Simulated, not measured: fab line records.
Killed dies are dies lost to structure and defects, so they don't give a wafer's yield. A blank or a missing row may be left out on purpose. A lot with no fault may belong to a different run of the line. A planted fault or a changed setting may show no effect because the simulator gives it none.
Problem report, 8D (eight disciplines) form, completed by code -- flow n5Finfet -- the parts of the form that need people (team, actions taken, sign-off) are left out

1. PROBLEM STATEMENT
Wafers without a fault read 160.3 nm, standard deviation 1.1; cdNm at N5_BEOL_M12_CD_MEAS_28 reads a mean of 195.6 nm on 2 wafers belonging to 2 lots. Relative to the usual mean, that is a shift of +32 standard deviations.
The step: target cd 160.2 nm.
Earliest sighting: wafer L627.4 on cdSem-01 at day 13 16:16. The record has a number at this step for 29 wafers belonging to 10 lots. The rule behind "out" and "out of limits": a value lying over 4 standard deviations away from the usual mean. The other wafers with a number count as sound.

2. WHAT IT IS, AND WHAT IT ISN'T
question,is,is not
which readings at this step,cdNm,-
which lots,"L626, L627","L615, L617, L620, L621, L633, L635, L637, L638"
which wafers of those lots,"L626.6, L627.4","L626.5, L627.3, L627.5"
read on which gauges,"cdSem-01, cdSem-02",cdSem-03
when,from day 13 16:16,"up to then (14 sound wafers); but 13 sound wafers of L626, L633, L635, L637, L638 came after"

3. THE SUSPECTS, EACH WITH WHAT RULES IT OUT
Counting: any tool at a process step up to the reading remains a suspect provided it ran every lot that is out. Sound lots after the first of them don't rule it out here, since some wafers of a struck lot are sound.
- the gauge at N5_BEOL_M12_CD_MEAS_28 is ruled out. 2 gauges (cdSem-01, cdSem-02) read the wafers that are out.
- plasmaAsher-01 at N5_BEOL_M12_STRIP_64 (strips in N2/H2): kept. Every lot that is out went through it, the first being L627 (day 13 15:34); the last sound lot it ran before that was L621 (day 12 12:51).
- krfScanner-02 at N5_BEOL_M12_EXPOSE_25 (exposes mask M12): kept. Every lot that is out went through it, the first being L627 (day 13 16:07); the last sound lot it ran before that was L621 (day 12 13:17).
What counting leaves: plasmaAsher-01 at N5_BEOL_M12_STRIP_64 and krfScanner-02 at N5_BEOL_M12_EXPOSE_25.

4. THE CAUSE (what the simulator had put in)
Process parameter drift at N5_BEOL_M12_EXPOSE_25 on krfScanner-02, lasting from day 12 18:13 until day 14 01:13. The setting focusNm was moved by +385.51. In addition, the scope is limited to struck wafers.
Counting left 2 suspects, and this tool is among them.

5. THE CHAIN OF EFFECTS, in route order
Each row: a reading where the mean over the struck wafers with a number is more than 3 standard deviations away from the usual. Scope: only readings with a usual standard deviation given in the record; hours: median across lots of the time from each lot's start at the first step in this table that gives one to its start at this step; sigmas: change in usual standard deviations.
hours,step,reading,usual,on struck wafers,change,sigmas
0,N5_BEOL_M12_CD_MEAS_28,cdNm,160.3 nm,195.6,+35.3,+32
38,N5_PASSIVATION_PROBE_49,defectLimitedYield,91.2 %,11.5,-79.7,-57
38,N5_PASSIVATION_PROBE_49,killed_at_M4_up,13,961,+948,+99 or more
38,N5_PASSIVATION_PROBE_49,killedDies,103,1044,+942,+59
38,N5_PASSIVATION_PROBE_49,killedOnRim,13,152,+139,+41
38,N5_PASSIVATION_PROBE_49,sortNPass,1077,136,-942,-59
38,N5_PASSIVATION_PROBE_49,sortYieldPct,91.2 %,11.5,-79.7,-57
The process steps in it:
- N5_PASSIVATION_PROBE_49

6. HOW IT WOULD HAVE BEEN CAUGHT EARLIER
Counted from the fault's start at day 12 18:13, it took 22 hours until the first out-of-limits reading at a measuring or inspecting step in this record, taken at day 13 16:16.
Among the 2 lots that are out, L626 began N5_BEOL_M12_EXPOSE_25 on krfScanner-02 after day 13 16:16. A hold on the tool at that time would have spared it.
